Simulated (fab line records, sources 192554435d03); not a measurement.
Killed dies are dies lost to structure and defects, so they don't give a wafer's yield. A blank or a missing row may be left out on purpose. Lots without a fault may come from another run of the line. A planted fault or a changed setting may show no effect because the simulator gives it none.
Problem report in the 8D (eight disciplines) form, filled by code | flow n5_finfet | the parts of the form that need people (team, actions taken, sign-off) are left out

1. THE PROBLEM
spin_speed_rpm at N5_BEOL_M2_COAT_73 reads a mean of 1720.6 rpm on 9 wafers of 3 lots; wafers without a fault read 1500.1 rpm with a standard deviation of 0.89. That is +99 or more standard deviations from the usual mean.
The step: time 60 s, resist thk 5 nm.
First seen on wafer L324.1, day 8 17:52, on litho_track-02. The record holds 25 wafers of 9 lots with a number at this step. Rule for "out", or "out of limits": more than 4 standard deviations from the usual mean. The other wafers with a number count as sound.

2. WHAT IT IS AND WHAT IT IS NOT
question                    | is                     | is not
which readings at this step | spin_speed_rpm         | -
which lots                  | L324, L326, L327       | L318, L320, L321, L334, L338, L340
which wafers of those lots  | all that have a number | -
read on which tools         | litho_track-02         | litho_track-01, litho_track-04
when                        | from day 8 17:52       | up to then (8 sound wafers); but 8 sound wafers of L334, L338, L340 came after

3. SUSPECTS, AND WHAT RULES EACH OUT
Counting: a tool at a process step up to the reading stays a suspect if it ran every lot that is out and no sound lot after the first of them.
- pecvd-03 at N5_BEOL_M1_DEP_57 (deposits SiCN from 3MS/NH3, target thk 8 nm, time 14 s): ruled out as a lasting fault. Sound lots L338, L340 ran on it after its first lot that is out, L324 (day 8 15:07).
- litho_track-02 at N5_BEOL_M2_COAT_73 (time 60 s, resist thk 5 nm): ruled out as a lasting fault. Sound lots L338, L340 ran on it after its first lot that is out, L324 (day 8 17:52).
Left after counting: nothing in the record.

4. THE CAUSE (what the simulator had put in)
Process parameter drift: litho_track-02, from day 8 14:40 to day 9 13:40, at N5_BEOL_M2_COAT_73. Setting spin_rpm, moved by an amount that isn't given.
Counting ruled it out, wrongly.

5. THE CHAIN OF EFFECTS, in route order
Each row: a reading whose mean over the struck wafers that have a number lies more than 3 standard deviations from the usual. Only readings for which the record gives a usual standard deviation are gone through. hours: the time from each lot's start at the first step in this table that gives one to its start at this step, as a median over the lots. sigmas: the change in usual standard deviations.
hours | step               | reading        | usual      | on struck wafers | change | sigmas
0     | N5_BEOL_M2_COAT_73 | spin_speed_rpm | 1500.1 rpm | 1720.6           | +220.5 | +99 or more
The process steps in it:
- N5_BEOL_M2_COAT_73: time 60 s, resist thk 5 nm.
Later measuring or inspecting steps at which every struck wafer that the step has a row for has a number for every such reading, and none has moved that far: N5_BEOL_M4_RC_MEAS_101.

6. WHAT WOULD HAVE CAUGHT IT SOONER
In this record the first reading out of limits was taken at day 8 17:52, 3 hours after the fault began at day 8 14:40.
